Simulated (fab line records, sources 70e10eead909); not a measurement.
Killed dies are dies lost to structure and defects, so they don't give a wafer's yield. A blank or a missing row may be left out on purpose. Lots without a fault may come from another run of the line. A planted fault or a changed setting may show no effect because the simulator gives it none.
Chamber matching | flow nand_harc | NHARC_A_CONTACT_ETCH_106 on rie_diel-10: 4 sister chambers
The step etches the open film in CF4/O2, target depth 90 nm, overetch 9 nm, time 49.5 s. 14 wafers are shown with their chamber, then 7 later ones without.

WAFERS WITH THEIR CHAMBER
wafer  | chamber | showerhead_plenum_p_Torr (Torr) | drypump_motor_current_A (A) | rf_vpp_V (V)
L077.1 | 2       | 1.40                            | 5.8                         | 198.6
L077.5 | 1       | 1.36                            | 6.4                         | 196.7
L077.6 | 2       | 1.40                            | 5.8                         | 200.4
L081.1 | 2       | 1.40                            | 5.8                         | 200.0
L081.3 | 3       | 1.28                            | 5.8                         | 196.9
L081.6 | 1       | 1.35                            | 6.4                         | 197.3
L083.1 | 2       | 1.39                            | 5.8                         | 200.4
L083.5 | 2       | 1.39                            | 5.9                         | 200.2
L083.6 | 3       | 1.28                            | 5.9                         | 197.2
L085.2 | 2       | 1.39                            | 5.8                         | 198.9
L085.4 | 1       | 1.35                            | 6.3                         | 199.2
L085.5 | 1       | 1.35                            | 6.4                         | 198.0
L087.4 | 1       | 1.35                            | 6.4                         | 197.9
L087.5 | 0       | 1.33                            | 5.0                         | 197.6

SIGNATURES (means of the wafers above)
reading                  | chamber 0 | chamber 1 | chamber 2 | chamber 3 | scatter within a chamber
showerhead_plenum_p_Torr | 1.3300    | 1.3520    | 1.3950    | 1.2800    | 0.0048
drypump_motor_current_A  | 5.000     | 6.380     | 5.817     | 5.850     | 0.0462
rf_vpp_V                 | 197.600   | 197.820   | 199.750   | 197.050   | 0.817
Rule: a wafer's distance from a chamber is the root of the sum, over the readings, of the square of ((its reading less the chamber's mean) divided by the reading's scatter). The wafer belongs to the nearest chamber; if the next one is less than 2 further off, it can't be placed. The scatter: the root of (the sum of the squares of (reading less its chamber's mean) over the shown wafers, divided by (wafers less chambers)).

WAFERS WITHOUT THEIR CHAMBER
wafer  | showerhead_plenum_p_Torr (Torr) | drypump_motor_current_A (A) | rf_vpp_V (V)
L087.6 | 1.35                            | 6.4                         | 196.8
L089.3 | 1.33                            | 5.0                         | 198.6
L089.5 | 1.27                            | 5.8                         | 196.5
L089.6 | 1.33                            | 5.0                         | 198.1
L088.1 | 1.27                            | 5.8                         | 197.6
L088.3 | 1.33                            | 5.0                         | 199.2
L088.4 | 1.35                            | 6.4                         | 196.7

WHICH CHAMBER EACH WENT THROUGH
wafer  | from the rows above | in truth
L087.6 | 1                   | 1
L089.3 | 0                   | 0
L089.5 | 3                   | 3
L089.6 | 0                   | 0
L088.1 | 3                   | 3
L088.3 | 0                   | 0
L088.4 | 1                   | 1
Placed correctly: 7 of 7. Can't be placed from these rows: 0. Placed wrongly: 0.
